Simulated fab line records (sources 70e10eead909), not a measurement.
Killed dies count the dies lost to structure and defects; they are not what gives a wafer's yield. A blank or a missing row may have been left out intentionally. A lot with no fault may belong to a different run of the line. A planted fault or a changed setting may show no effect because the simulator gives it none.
Problem report in the 8D (eight disciplines) form, filled by code -- flow nand_harc -- the parts of the form that need people (team, actions taken, sign-off) are left out

== 1. PROBLEM STATEMENT ==
NHARC_END_SORT_01, sort_bin_3_pct: mean 2.22 % over 1 wafer from 1 lot; wafers with no fault: 0.23 %, standard deviation 0.2. Relative to the usual mean, that is a shift of +10 standard deviations.
Earliest sighting: wafer L430.6 on prober-02 at day 23 00:52. The record holds 3 wafers of 1 lot with a number at this step. The rule behind "out" and "out of limits": a value lying over 4 standard deviations away from the usual mean. The rest of the wafers with a number are treated as sound.

== 2. WHAT IT IS, WHAT IT ISN'T ==
question,is,is not
which readings at this step,"sort_bin_3_pct, defect_limited_yield, killed_at_array, killed_dies, sort_bin_2_pct, sort_n_pass, sort_yield_pct","killed_at_other, killed_at_periphery, killed_open, killed_short, sort_bin_4_pct"
which lots,L430,-
which wafers of those lots,L430.6,"L430.1, L430.5"
read on which gauges,prober-02,-
when,from day 23 00:52,up to then (2 sound wafers)

== 3. WHAT RULES OUT EACH SUSPECT ==
Counting: if a tool at a process step up to the reading ran every lot that is out, it stays a suspect. Sound lots after the first of them don't rule it out here, since some wafers of a struck lot are sound.
- the gauge at NHARC_END_SORT_01: kept. All the wafers that are out were read on prober-02, and no step on other tools shows them out.
- pecvd-02 at NHARC_A_M1_PRE_CLEAN_32 (time 12 s): kept. It ran the lot that is out, L430 (day 20 23:29).
- rie_diel-04 at NHARC_HYBRID_BOND_ACTIVATE_00 (chemistry N2, time 60 s): kept. It ran the lot that is out, L430 (day 21 04:17).
- rie_diel-06 at NHARC_THIN_TSV_ETCH_44 (etches the open film in CF4/O2, target depth 1594.2 nm, time 797.1 s): kept. It ran the lot that is out, L430 (day 21 21:44).
- pvd_sputter-02 at NHARC_THIN_TSV_PVD_19 (deposits TaN, target thk 20 nm): kept. It ran the lot that is out, L430 (day 22 20:52). NHARC_THIN_TSV_PVD_19 gives no start for some lots, so the hours and the order of its lots are those of NHARC_END_SORT_01.
- The sound lot-mates ran in chamber 2 of pecvd-02 at NHARC_A_M1_PRE_CLEAN_32, but the wafers that are out ran in chamber 0.
- rie_diel-04, NHARC_HYBRID_BOND_ACTIVATE_00: wafers that are out in chamber 2, sound lot-mates in chambers 1, 3.
- The sound lot-mates ran in chamber 2 of rie_diel-06 at NHARC_THIN_TSV_ETCH_44, but the wafers that are out ran in chamber 1.
Left after counting: pecvd-02 at NHARC_A_M1_PRE_CLEAN_32, rie_diel-04 at NHARC_HYBRID_BOND_ACTIVATE_00, rie_diel-06 at NHARC_THIN_TSV_ETCH_44, pvd_sputter-02 at NHARC_THIN_TSV_PVD_19, prober-02 at NHARC_END_SORT_01.

== 4. THE CAUSE (what the simulator had put in) ==
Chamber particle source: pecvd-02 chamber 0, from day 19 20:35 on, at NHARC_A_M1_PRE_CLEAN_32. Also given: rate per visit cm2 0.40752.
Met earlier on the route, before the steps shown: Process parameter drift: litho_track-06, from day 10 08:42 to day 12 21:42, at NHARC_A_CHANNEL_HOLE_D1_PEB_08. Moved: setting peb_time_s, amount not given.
Counting left 5 suspects, and this tool is among them.

== 5. SEQUENCE OF EFFECTS, ordered by route ==
Each row: a reading whose mean over the struck wafers that have a number lies more than 3 standard deviations from the usual. Scope: only readings with a usual standard deviation given in the record; hours: median across lots of the time from each lot's start at the first step in this table that gives one to its start at this step; sigmas: change in usual standard deviations.
hours,step,reading,usual,on struck wafers,change,sigmas
0,NHARC_END_SORT_01,defect_limited_yield,95.8 %,89.8,-6.0,-5.0
0,NHARC_END_SORT_01,killed_at_array,24,68,+44,+5.9
0,NHARC_END_SORT_01,killed_dies,28,69,+41,+5.1
0,NHARC_END_SORT_01,sort_bin_2_pct,1.3 %,3.8,+2.5,+4.6
0,NHARC_END_SORT_01,sort_bin_3_pct,0.23 %,2.22,+1.99,+10
0,NHARC_END_SORT_01,sort_n_pass,649,608,-41,-5.1
0,NHARC_END_SORT_01,sort_rim_yield_pct,94.2 %,84.0,-10.2,-3.8
0,NHARC_END_SORT_01,sort_yield_pct,95.8 %,89.8,-6.0,-5.0

== 6. WHAT WOULD HAVE CAUGHT IT SOONER ==
In this record the first reading out of limits at a measuring or inspecting step was taken at day 23 00:52, 76 hours after the fault began at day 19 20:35.
No tool reading at NHARC_A_M1_PRE_CLEAN_32 that has a usual standard deviation in the record was out on any struck wafer, so an alarm limit of 4 standard deviations on those readings would not have fired.
Lots out: 1; all had begun NHARC_A_M1_PRE_CLEAN_32 on pecvd-02 by day 23 00:52. Tool hold at that time: it would have spared none of them.
